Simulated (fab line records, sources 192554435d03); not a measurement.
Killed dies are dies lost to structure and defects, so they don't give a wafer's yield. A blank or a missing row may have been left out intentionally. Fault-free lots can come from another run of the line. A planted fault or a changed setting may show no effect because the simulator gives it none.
A struck lot beside a sound one | flow n5_finfet | 37 steps out of a route of 1938
Sound: these wafers, L311.2, L311.3, L311.6. Struck: wafers L301.2, L301.4, L301.5. The cause comes at the end.
For every step that has rows: the tool of each side, followed by ch and its chambers, followed by its first start. Under that, the readings that differ: sound wafers | struck wafers | difference of the means | sigmas: that difference in standard deviations of wafers without a fault.
alike: words and numbers the same on both sides, and readings whose means are apart by under 2 such deviations; not compared: readings that were withheld, readings missing a value for some wafer, numbers with overlapping values and no deviation given by the record, and bounds like >300 which may hide the same value.
A row with sigmas, a row that says differs or no value, or rows on one side alone: a step with any of these is where the two part. Non-overlapping numbers with no deviation appear without sigmas and do not part them. Lack of a reading on every wafer of one side parts them only where that side has two or more wafers.

first, 9 steps without rows for these wafers: N5_BEOL_M4_ANNEAL_95 (time 240 s); N5_BEOL_M4_SPUTTER_96 (material Cu, target thk 4.5 nm, time 8.29 s); N5_BEOL_M4_ECD_50 (material Cu, target thk 300 nm); N5_BEOL_M4_ANNEAL_51 (time 90 s); N5_BEOL_M4_CMP_52 (polishes, stops on SiOC, t overpolish 6.8 s, target thk 40 nm); N5_BEOL_M4_PRE_CLEAN_60 (time 15 s); N5_BEOL_M4_CO_CAP_55 (material Co, precursor CCTBA/H2, target thk 2 nm, time 102.1 s); N5_BEOL_M4_PRE_CLEAN_56 (time 15 s); N5_BEOL_M4_DEP_57 (deposits SiCN from 3MS/NH3, target thk 8 nm, time 14 s).
N5_BEOL_M4_RC_MEAS_101:
  sound on prober-02 ch 0, day 13 19:50; struck on prober-02 ch 0, day 11 08:52
  alike: DIBL_N, DIBL_P, IOFF_N, IOFF_P, ION_N, ION_P, SS_N, SS_P, VT_N, VT_P
then, 24 steps without rows for these wafers: N5_BEOL_M5_ILD_DEP_00 (deposits SiCOH lowk from DEMS/porogen, target thk 140.64 nm, time 25.9 s); N5_BEOL_M5_CURE_79 (cures SiCOH lowk, time 240 s); N5_BEOL_M5_PECVD_70 (deposits SiO2 from TEOS/O2, target thk 16 nm, time 18 s); N5_BEOL_M5_HM_DEP_02 (deposits TiN, target thk 20 nm); N5_BEOL_M5_COAT_59 (time 60 s, resist thk 60 nm); N5_BEOL_M5_COAT_60 (time 60 s, resist thk 12 nm); N5_BEOL_M5_COAT_71 (time 60 s, resist thk 5 nm); N5_BEOL_M5_COAT_05 (resist thk 30 nm); N5_BEOL_M5_EBR_07; N5_BEOL_M5_SOFTBAKE_06 (time 60 s); N5_BEOL_M5_EXPOSE_08 (exposes mask M5, target cd 28 nm); N5_BEOL_M5_PEB_09 (peb time 60 s); N5_BEOL_M5_DEVELOP_10 (develop time 30 s); N5_BEOL_M5_DESCUM_16 (chemistry O2, time 7 s); N5_BEOL_M5_ETCH_72 (etches underlayer in N2/H2, target depth 6.5 nm, time 5.2 s); N5_BEOL_M5_ETCH_61 (etches SiARC in CF4, target depth 15.6 nm, time 26 s); N5_BEOL_M5_ETCH_62 (etches SOC in N2/H2, target depth 75 nm, overetch 15 nm, time 112.5 s); N5_BEOL_M5_STRIP_63 (strips in N2/H2); N5_BEOL_M5_STRIP_73 (strips in N2/H2); N5_BEOL_M5_STRIP_64 (strips in CF4); N5_BEOL_M5_HM_OPEN_17 (chemistry Cl2/BCl3, target TiN, target depth 20 nm, overetch 6 nm); N5_BEOL_M5_STRIP_19 (strips in O2); N5_BEOL_M5_COAT_65 (time 60 s, resist thk 60 nm); N5_BEOL_M5_COAT_66 (time 60 s, resist thk 12 nm).
-- record jumps: 4 days separate the struck wafers' starts on either side; left off in module BEOL_M5, taken up again in module BEOL_M15, whose first shown step is the route's number 1819 --
N5_BEOL_M15_SPUTTER_43: material TaN, target thk 15 nm, time 24.19 s.
  sound on pvd_sputter-01, day 17 20:58; struck on pvd_sputter-03, day 15 07:33
  no value came back on the struck wafers for bias_v (V), cathode_dc_power_W (W), chamber_pressure_pa (Pa), throttle_valve_pct (%); on the sound wafers bias_v (V) reads 168.4 168.9 170.3
N5_BEOL_M15_CMP_49: polishes, stops on SiO2, t overpolish 4.9 s, target thk 850 nm.
  sound on cmp-04 ch 1,2,3, day 17 22:35; struck on cmp-03 ch 0,2,3, day 15 08:22
  reading                      | sound          | struck      | difference | sigmas
  barrier_field_endpoint_s (s) | 11.4 11.2 11.6 | 5.6 5.6 5.3 | -5.9       | -20
  alike: motor_current_A, slurry_flow_ml_min
N5_PASSIVATION_PROBE_49:
  sound on prober-02, day 18 18:23; struck on prober-01, day 16 00:17
  reading                  | sound          | struck         | difference | sigmas
  defect_limited_yield (%) | 91.4 91.1 91.9 | 82.1 85.2 84.7 | -7.5       | -5
  killed_at_M4_up          | 7 10 4         | 108 101 95     | +94        | +17
  killed_dies              | 101 105 96     | 211 175 181    | +88        | +5
  killed_on_rim            | 16 7 13        | 20 6 39        | +10        | +2
  sort_bin_5_function (%)  | 5.1 5.2 4.8    | 14.2 11.6 12.0 | +7.6       | +8
  sort_n_pass              | 1079 1075 1084 | 969 1005 999   | -88        | -5
  sort_yield_pct (%)       | 91.4 91.1 91.9 | 82.1 85.2 84.7 | -7.5       | -5
  alike: killed_at_M0_to_M3, killed_at_contacts, killed_at_front_end, killed_at_other, killed_open, killed_short, sort_bin_6_memory

WHERE THEY PART
Last at N5_PASSIVATION_PROBE_49 as far as this record goes, first at N5_BEOL_M15_SPUTTER_43.

WHY: whatever the simulator had introduced
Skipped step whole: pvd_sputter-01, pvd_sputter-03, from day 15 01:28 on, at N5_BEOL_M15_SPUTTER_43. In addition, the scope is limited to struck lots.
